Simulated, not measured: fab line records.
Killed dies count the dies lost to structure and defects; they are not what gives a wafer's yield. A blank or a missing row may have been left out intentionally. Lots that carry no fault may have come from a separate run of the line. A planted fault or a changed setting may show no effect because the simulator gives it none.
Split-lot experiment :: flow n5-finfet :: on a route of 1938 steps: 7 lots, 21 wafers read

THE SPLIT ITSELF
At N5_SD_EPI_P_EPI_21 (deposits SiGe:B, time 355 s), the setting time-s was moved away from the recipe's 355 s on 5 of the 21 wafers read, by -14.0% to +12.7%. This setting was run at the recipe's value on the other wafers.

FROM THE SPLIT TO THE READING: what the file shows between them, 3 steps
- N5_SD_EPI_P_EPI_MEAS_23
- N5_SD_EPI_P_HM_STRIP_48: strips SiNx in H3PO4, material SiNx, target depth 3 nm
- N5_SD_ACTIVATION_LSA_01: time 0.0008 s (also split here: temp-c)

THE READING
RS_SD_P in ohm/sq, measured at N5_SD_ACTIVATION_RS_MEAS_03 by four-point-probe. Fault-free wafers of this fab line usually give 56.2 ohm/sq, standard deviation 0.93 ohm/sq.

wafer: L076.1
tool, chamber at the split: epi-rpcvd-01, 0
time-s as run, s: 355
against the recipe: recipe
RS_SD_P, ohm/sq: 57.1
against lot-mates on the recipe: -

wafer: L076.5
tool, chamber at the split: epi-rpcvd-01, 0
time-s as run, s: 355
against the recipe: recipe
RS_SD_P, ohm/sq: 57.3
against lot-mates on the recipe: -

wafer: L076.6
tool, chamber at the split: epi-rpcvd-01, 0
time-s as run, s: 355
against the recipe: recipe
RS_SD_P, ohm/sq: 57.7
against lot-mates on the recipe: -

wafer: L078.2
tool, chamber at the split: epi-rpcvd-01, 0
time-s as run, s: 355
against the recipe: recipe
RS_SD_P, ohm/sq: 54.6
against lot-mates on the recipe: -

wafer: L078.3
tool, chamber at the split: epi-rpcvd-01, 0
time-s as run, s: 306.7
against the recipe: -13.6%
RS_SD_P, ohm/sq: 61.3
against lot-mates on the recipe: +6.0

wafer: L078.5
tool, chamber at the split: epi-rpcvd-01, 0
time-s as run, s: 355
against the recipe: recipe
RS_SD_P, ohm/sq: 55.9
against lot-mates on the recipe: -

wafer: L087.1
tool, chamber at the split: epi-rpcvd-04, 0
time-s as run, s: 400.2
against the recipe: +12.7%
RS_SD_P, ohm/sq: 50.6
against lot-mates on the recipe: -4.9

wafer: L087.5
tool, chamber at the split: epi-rpcvd-04, 0
time-s as run, s: 355
against the recipe: recipe
RS_SD_P, ohm/sq: 55.6
against lot-mates on the recipe: -

wafer: L087.6
tool, chamber at the split: epi-rpcvd-04, 0
time-s as run, s: 355
against the recipe: recipe
RS_SD_P, ohm/sq: 55.4
against lot-mates on the recipe: -

wafer: L088.1
tool, chamber at the split: epi-rpcvd-03, 0
time-s as run, s: 355
against the recipe: recipe
RS_SD_P, ohm/sq: 55.3
against lot-mates on the recipe: -

wafer: L088.3
tool, chamber at the split: epi-rpcvd-03, 0
time-s as run, s: 382.9
against the recipe: +7.9%
RS_SD_P, ohm/sq: 52.9
against lot-mates on the recipe: -3.0

wafer: L088.6
tool, chamber at the split: epi-rpcvd-03, 0
time-s as run, s: 355
against the recipe: recipe
RS_SD_P, ohm/sq: 56.5
against lot-mates on the recipe: -

wafer: L089.4
tool, chamber at the split: epi-rpcvd-03, 0
time-s as run, s: 355
against the recipe: recipe
RS_SD_P, ohm/sq: 56.1
against lot-mates on the recipe: -

wafer: L089.5
tool, chamber at the split: epi-rpcvd-03, 0
time-s as run, s: 305.2
against the recipe: -14.0%
RS_SD_P, ohm/sq: 61.4
against lot-mates on the recipe: +5.9

wafer: L089.6
tool, chamber at the split: epi-rpcvd-03, 0
time-s as run, s: 355
against the recipe: recipe
RS_SD_P, ohm/sq: 54.8
against lot-mates on the recipe: -

wafer: L091.1
tool, chamber at the split: epi-rpcvd-03, 0
time-s as run, s: 396.3
against the recipe: +11.6%
RS_SD_P, ohm/sq: 53.7
against lot-mates on the recipe: -3.5

wafer: L091.4
tool, chamber at the split: epi-rpcvd-03, 0
time-s as run, s: 355
against the recipe: recipe
RS_SD_P, ohm/sq: 57.3
against lot-mates on the recipe: -

wafer: L091.6
tool, chamber at the split: epi-rpcvd-03, 0
time-s as run, s: 355
against the recipe: recipe
RS_SD_P, ohm/sq: 57.2
against lot-mates on the recipe: -

wafer: L094.2
tool, chamber at the split: epi-rpcvd-03, 0
time-s as run, s: 355
against the recipe: recipe
RS_SD_P, ohm/sq: 55.4
against lot-mates on the recipe: -

wafer: L094.5
tool, chamber at the split: epi-rpcvd-03, 0
time-s as run, s: 355
against the recipe: recipe
RS_SD_P, ohm/sq: 56.1
against lot-mates on the recipe: -

wafer: L094.6
tool, chamber at the split: epi-rpcvd-03, 0
time-s as run, s: 355
against the recipe: recipe
RS_SD_P, ohm/sq: 57.9
against lot-mates on the recipe: -

THE FIT
A straight line over all 21 wafers: RS_SD_P changes by -0.363 ohm/sq for each +1% of time-s; r = -0.91; the points scatter about the line by 1 ohm/sq.
The same after taking each lot's own level away (the mean of its wafers on the recipe; 21 wafers): -0.396 ohm/sq for each +1%; r = -0.97; scatter 0.63 ohm/sq.
Per that fit: largest time-s move, reading shift of 5.6 ohm/sq.
Across the lots, their own levels run from 55.25 to 57.37 ohm/sq, a range of 2.3 times the standard deviation given above.
The two slopes agree, so the slope changes little with the lot-to-lot level.
Check: +5.54 ohm/sq against its lot-mates is what the line predicts for one of the wafers moved furthest among these (-14.0%) when that wafer is left out of the fit. It came out at +5.95 ohm/sq against them.

OTHER SPLITS APPLIED TO THESE WAFERS
Before the reading, these wafers also passed through other splits. Each is held against what the fit with the lots' levels taken away leaves over:
other split on the same wafers: N5_ZERO_LAYER_EXPOSE_08 dose-mj
wafers away from the commonest value: 6
r with RS_SD_P (lot level and that fit taken away): +0.09

other split on the same wafers: N5_WELL_APT_COAT_02 spin-rpm
wafers away from the commonest value: 6
r with RS_SD_P (lot level and that fit taken away): -0.17

other split on the same wafers: N5_PMOS_HMC_CHANNEL_EPI_PEB_07 peb-time-s
wafers away from the commonest value: 8
r with RS_SD_P (lot level and that fit taken away): -0.14

other split on the same wafers: N5_PMOS_HMC_CHANNEL_EPI_DEVELOP_08 develop-time-s
wafers away from the commonest value: 6
r with RS_SD_P (lot level and that fit taken away): -0.11

other split on the same wafers: N5_DUMMY_GATE_COAT_28 spin-rpm
wafers away from the commonest value: 3
r with RS_SD_P (lot level and that fit taken away): +0.07

other split on the same wafers: N5_SD_EPI_P_ETCH_16 target-depth-a
wafers away from the commonest value: 5
r with RS_SD_P (lot level and that fit taken away): +0.07

other split on the same wafers: N5_SD_ACTIVATION_LSA_01 temp-c
wafers away from the commonest value: 8
r with RS_SD_P (lot level and that fit taken away): -0.33

THE WHOLE CHAIN: every reading that the file lists as answering this split, in the file's order
step: N5_SD_EPI_P_EPI_21
what it does: deposits SiGe:B, time 355 s
reading: SiGe-B_of_SD_EPI_P_EPI_21.thk-nm (the simulator's own value, which no gauge read)
change (the file's fit): +0.411 nm for each +1% of the setting
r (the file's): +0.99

step: N5_SD_EPI_P_EPI_MEAS_23
what it does: 
reading: thk-nm
change (the file's fit): withheld for each +1% of the setting
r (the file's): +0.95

step: N5_SD_EPI_P_HM_STRIP_48
what it does: strips SiNx in H3PO4, material SiNx, target depth 3 nm
reading: SiGe-B_of_SD_EPI_P_EPI_21.thk-nm (the simulator's own value, which no gauge read)
change (the file's fit): +0.416 nm for each +1% of the setting
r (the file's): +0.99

step: N5_SD_ACTIVATION_RS_MEAS_03
what it does: measures by four-point-probe
reading: RS_SD_P
change (the file's fit): -0.395 for each +1% of the setting
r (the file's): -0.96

THE FILE'S OWN FIT
RS_SD_P changes by -0.395 ohm/sq for each +1% of time-s, r = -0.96.
